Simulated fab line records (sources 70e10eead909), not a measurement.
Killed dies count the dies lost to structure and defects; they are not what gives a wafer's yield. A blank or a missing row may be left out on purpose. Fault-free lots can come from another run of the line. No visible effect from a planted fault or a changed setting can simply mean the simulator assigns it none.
Chamber matching / flow nand_harc / NHARC_P_BONDPAD_CMP_19 on cmp-03: 4 sister chambers
The step polishes, t overpolish 30 s, cu recess touch 16 s, target thk 160.81 nm. 8 wafers are shown with their chamber, then 12 later ones without.

## WAFERS WITH THEIR CHAMBER
wafer=L083.2; chamber=2; motor_current_A (A)=14.9; overpolish_run_s (s)=29.999
wafer=L090.1; chamber=0; motor_current_A (A)=13.3; overpolish_run_s (s)=30.009
wafer=L091.2; chamber=1; motor_current_A (A)=11.8; overpolish_run_s (s)=29.993
wafer=L091.3; chamber=0; motor_current_A (A)=12.0; overpolish_run_s (s)=30.001
wafer=L091.4; chamber=3; motor_current_A (A)=11.0; overpolish_run_s (s)=29.998
wafer=L092.2; chamber=3; motor_current_A (A)=10.5; overpolish_run_s (s)=30.001
wafer=L092.3; chamber=1; motor_current_A (A)=11.5; overpolish_run_s (s)=30.004
wafer=L092.4; chamber=2; motor_current_A (A)=14.9; overpolish_run_s (s)=29.986

## WAFERS WITHOUT THEIR CHAMBER
wafer=L093.1; motor_current_A (A)=14.6; overpolish_run_s (s)=29.991
wafer=L093.3; motor_current_A (A)=12.2; overpolish_run_s (s)=30.013
wafer=L093.4; motor_current_A (A)=12.5; overpolish_run_s (s)=30.003
wafer=L095.1; motor_current_A (A)=11.3; overpolish_run_s (s)=30.000
wafer=L095.2; motor_current_A (A)=14.5; overpolish_run_s (s)=30.008
wafer=L095.5; motor_current_A (A)=11.5; overpolish_run_s (s)=29.998
wafer=L096.1; motor_current_A (A)=14.8; overpolish_run_s (s)=29.995
wafer=L096.2; motor_current_A (A)=11.4; overpolish_run_s (s)=30.005
wafer=L096.5; motor_current_A (A)=13.0; overpolish_run_s (s)=30.001
wafer=L097.2; motor_current_A (A)=11.8; overpolish_run_s (s)=29.986
wafer=L097.3; motor_current_A (A)=10.8; overpolish_run_s (s)=30.008
wafer=L097.4; motor_current_A (A)=14.4; overpolish_run_s (s)=30.007

## EACH ONE'S CHAMBER
wafer=L093.1; from the rows above=2; in truth=2
wafer=L093.3; from the rows above=can't be placed: 0 or 1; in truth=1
wafer=L093.4; from the rows above=can't be placed: 0 or 1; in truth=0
wafer=L095.1; from the rows above=can't be placed: 1 or 3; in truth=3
wafer=L095.2; from the rows above=can't be placed: 2 or 0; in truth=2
wafer=L095.5; from the rows above=can't be placed: 1 or 3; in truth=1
wafer=L096.1; from the rows above=2; in truth=2
wafer=L096.2; from the rows above=can't be placed: 1 or 3 or 0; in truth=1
wafer=L096.5; from the rows above=can't be placed: 0 or 1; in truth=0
wafer=L097.2; from the rows above=can't be placed: 1 or 3 or 0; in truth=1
wafer=L097.3; from the rows above=can't be placed: 3 or 1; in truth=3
wafer=L097.4; from the rows above=can't be placed: 2 or 0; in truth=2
2 of 12 placed correctly. From these rows, 10 cannot be placed; in 10 the true chamber is one of the candidates. Placed wrongly: 0.
How it was worked out, from the rows above alone: a wafer's distance from a chamber is the root of the sum, over the readings, of the square of ((its reading less the chamber's mean) divided by the reading's scatter). The wafer belongs to the nearest chamber; if the next one is less than 2 further off, it can't be placed. The mean given for a chamber averages the wafers shown for that chamber. The scatter: the root of (the sum of the squares of (reading less its chamber's mean) over the shown wafers, divided by (wafers less chambers)).
